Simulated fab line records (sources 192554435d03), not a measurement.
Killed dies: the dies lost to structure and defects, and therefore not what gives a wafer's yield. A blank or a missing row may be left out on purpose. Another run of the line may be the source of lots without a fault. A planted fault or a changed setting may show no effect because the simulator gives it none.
Lot-split experiment / flow n5 finfet / 7 lots, 39 wafers read, on a route of 1938 steps

== THE SPLIT ITSELF ==
At N5_BEOL_M12_ETCH_38 (etches SiCN in CF4/N2, target depth 68.7 nm, time 73.4 s), the setting target depth a was moved away from the recipe's 687 angstrom on 9 of the 39 wafers read, by -57.8% to +47.5%. For the rest of the wafers, this setting stayed at what the recipe calls for.

The reading comes from the split's own step.

== THE READING ==
etch.depth nm (the simulator's own value, which no gauge read), in nm, at N5_BEOL_M12_ETCH_38 (etches SiCN in CF4/N2, target depth 68.7 nm, time 73.4 s). No usual value for it is given in the file. Across the 30 wafers here that went through the recipe, the average is 57.77 nm and the standard deviation 2.1 nm.

wafer=L074.1; tool, chamber at the split=rie diel-04, 2; target depth a as run, angstrom=289.8; against the recipe=-57.8%; etch.depth nm, nm=23.83; against lot-mates on the recipe=-33.57
wafer=L074.2; tool, chamber at the split=rie diel-04, 3; target depth a as run, angstrom=687; against the recipe=recipe; etch.depth nm, nm=57.49; against lot-mates on the recipe=-
wafer=L074.3; tool, chamber at the split=rie diel-04, 0; target depth a as run, angstrom=289.8; against the recipe=-57.8%; etch.depth nm, nm=24.56; against lot-mates on the recipe=-32.84
wafer=L074.4; tool, chamber at the split=rie diel-04, 2; target depth a as run, angstrom=687; against the recipe=recipe; etch.depth nm, nm=56.19; against lot-mates on the recipe=-
wafer=L074.5; tool, chamber at the split=rie diel-04, 3; target depth a as run, angstrom=289.8; against the recipe=-57.8%; etch.depth nm, nm=24.1; against lot-mates on the recipe=-33.30
wafer=L074.6; tool, chamber at the split=rie diel-04, 0; target depth a as run, angstrom=687; against the recipe=recipe; etch.depth nm, nm=58.53; against lot-mates on the recipe=-
wafer=L077.1; tool, chamber at the split=rie diel-04, 0; target depth a as run, angstrom=687; against the recipe=recipe; etch.depth nm, nm=57.46; against lot-mates on the recipe=-
wafer=L077.2; tool, chamber at the split=rie diel-04, 1; target depth a as run, angstrom=687; against the recipe=recipe; etch.depth nm, nm=58.24; against lot-mates on the recipe=-
wafer=L077.3; tool, chamber at the split=rie diel-04, 3; target depth a as run, angstrom=687; against the recipe=recipe; etch.depth nm, nm=57.37; against lot-mates on the recipe=-
wafer=L077.4; tool, chamber at the split=rie diel-04, 0; target depth a as run, angstrom=687; against the recipe=recipe; etch.depth nm, nm=57.52; against lot-mates on the recipe=-
wafer=L077.5; tool, chamber at the split=rie diel-04, 1; target depth a as run, angstrom=687; against the recipe=recipe; etch.depth nm, nm=58.49; against lot-mates on the recipe=-
wafer=L077.6; tool, chamber at the split=rie diel-04, 3; target depth a as run, angstrom=687; against the recipe=recipe; etch.depth nm, nm=57.27; against lot-mates on the recipe=-
wafer=L079.2; tool, chamber at the split=rie diel-02, 0; target depth a as run, angstrom=687; against the recipe=recipe; etch.depth nm, nm=57.41; against lot-mates on the recipe=-
wafer=L079.4; tool, chamber at the split=rie diel-02, 1; target depth a as run, angstrom=687; against the recipe=recipe; etch.depth nm, nm=54.64; against lot-mates on the recipe=-
wafer=L079.6; tool, chamber at the split=rie diel-02, 0; target depth a as run, angstrom=687; against the recipe=recipe; etch.depth nm, nm=57.46; against lot-mates on the recipe=-
wafer=L085.1; tool, chamber at the split=rie diel-02, 0; target depth a as run, angstrom=687; against the recipe=recipe; etch.depth nm, nm=59.96; against lot-mates on the recipe=-
wafer=L085.2; tool, chamber at the split=rie diel-02, 2; target depth a as run, angstrom=687; against the recipe=recipe; etch.depth nm, nm=57.85; against lot-mates on the recipe=-
wafer=L085.3; tool, chamber at the split=rie diel-02, 1; target depth a as run, angstrom=687; against the recipe=recipe; etch.depth nm, nm=54.87; against lot-mates on the recipe=-
wafer=L085.4; tool, chamber at the split=rie diel-02, 3; target depth a as run, angstrom=489.8; against the recipe=-28.7%; etch.depth nm, nm=40.03; against lot-mates on the recipe=-17.53
wafer=L085.5; tool, chamber at the split=rie diel-02, 0; target depth a as run, angstrom=489.8; against the recipe=-28.7%; etch.depth nm, nm=43.15; against lot-mates on the recipe=-14.41
wafer=L085.6; tool, chamber at the split=rie diel-02, 1; target depth a as run, angstrom=489.8; against the recipe=-28.7%; etch.depth nm, nm=39.2; against lot-mates on the recipe=-18.36
wafer=L091.1; tool, chamber at the split=rie diel-02, 1; target depth a as run, angstrom=687; against the recipe=recipe; etch.depth nm, nm=54.81; against lot-mates on the recipe=-
wafer=L091.2; tool, chamber at the split=rie diel-02, 0; target depth a as run, angstrom=1013; against the recipe=+47.5%; etch.depth nm, nm=89.94; against lot-mates on the recipe=+34.01
wafer=L091.3; tool, chamber at the split=rie diel-02, 2; target depth a as run, angstrom=687; against the recipe=recipe; etch.depth nm, nm=57.79; against lot-mates on the recipe=-
wafer=L091.4; tool, chamber at the split=rie diel-02, 3; target depth a as run, angstrom=1013; against the recipe=+47.5%; etch.depth nm, nm=82.92; against lot-mates on the recipe=+26.99
wafer=L091.5; tool, chamber at the split=rie diel-02, 2; target depth a as run, angstrom=1013; against the recipe=+47.5%; etch.depth nm, nm=85.01; against lot-mates on the recipe=+29.08
wafer=L091.6; tool, chamber at the split=rie diel-02, 1; target depth a as run, angstrom=687; against the recipe=recipe; etch.depth nm, nm=55.19; against lot-mates on the recipe=-
wafer=L093.1; tool, chamber at the split=rie diel-05, 2; target depth a as run, angstrom=687; against the recipe=recipe; etch.depth nm, nm=55.86; against lot-mates on the recipe=-
wafer=L093.2; tool, chamber at the split=rie diel-05, 3; target depth a as run, angstrom=687; against the recipe=recipe; etch.depth nm, nm=62.21; against lot-mates on the recipe=-
wafer=L093.3; tool, chamber at the split=rie diel-05, 1; target depth a as run, angstrom=687; against the recipe=recipe; etch.depth nm, nm=55.84; against lot-mates on the recipe=-
wafer=L093.4; tool, chamber at the split=rie diel-05, 0; target depth a as run, angstrom=687; against the recipe=recipe; etch.depth nm, nm=61.8; against lot-mates on the recipe=-
wafer=L093.5; tool, chamber at the split=rie diel-05, 0; target depth a as run, angstrom=687; against the recipe=recipe; etch.depth nm, nm=61.49; against lot-mates on the recipe=-
wafer=L093.6; tool, chamber at the split=rie diel-05, 3; target depth a as run, angstrom=687; against the recipe=recipe; etch.depth nm, nm=62.2; against lot-mates on the recipe=-
wafer=L090.1; tool, chamber at the split=rie diel-04, 3; target depth a as run, angstrom=687; against the recipe=recipe; etch.depth nm, nm=57.69; against lot-mates on the recipe=-
wafer=L090.2; tool, chamber at the split=rie diel-04, 1; target depth a as run, angstrom=687; against the recipe=recipe; etch.depth nm, nm=59.5; against lot-mates on the recipe=-
wafer=L090.3; tool, chamber at the split=rie diel-04, 2; target depth a as run, angstrom=687; against the recipe=recipe; etch.depth nm, nm=55.68; against lot-mates on the recipe=-
wafer=L090.4; tool, chamber at the split=rie diel-04, 0; target depth a as run, angstrom=687; against the recipe=recipe; etch.depth nm, nm=58.34; against lot-mates on the recipe=-
wafer=L090.5; tool, chamber at the split=rie diel-04, 2; target depth a as run, angstrom=687; against the recipe=recipe; etch.depth nm, nm=56.04; against lot-mates on the recipe=-
wafer=L090.6; tool, chamber at the split=rie diel-04, 3; target depth a as run, angstrom=687; against the recipe=recipe; etch.depth nm, nm=57.79; against lot-mates on the recipe=-

THE FIT
A straight line over all 39 wafers: etch.depth nm changes by +0.587 nm for each +1% of target depth a; r = +0.99; the points scatter about the line by 2.1 nm.
The same after taking each lot's own level away (the mean of its wafers on the recipe; 39 wafers): +0.598 nm for each +1%; r = +0.99; scatter 1.9 nm.
Per that fit: largest target depth a move, reading shift of 35 nm.
The lots' own levels span 55.930 to 59.900 nm, that is 1.9 times the standard deviation above.
The two slopes are in agreement: the lot-to-lot level therefore moves the slope only a little.
Check: with one of the wafers moved furthest among these (-57.8%) left out of the fit, the line predicts -34.5 nm for it against its lot-mates. It came out at -33.6 nm against them.

== THE OTHER SPLITS THESE WAFERS WENT THROUGH ==
These wafers also went through other splits before the reading. Each is held against what the fit with the lots' levels taken away leaves over:
other split on the same wafers=N5_BEOL_M7_DEP_56 time s; wafers away from the commonest value=12; r with etch.depth nm (lot level and that fit taken away)=+0.05
other split on the same wafers=N5_BEOL_M10_ILD_DEP_00 target thk a; wafers away from the commonest value=18; r with etch.depth nm (lot level and that fit taken away)=+0.07

== THE FILE'S OWN FIT ==
etch.depth nm changes by +0.596 nm for each +1% of target depth a, r = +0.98.
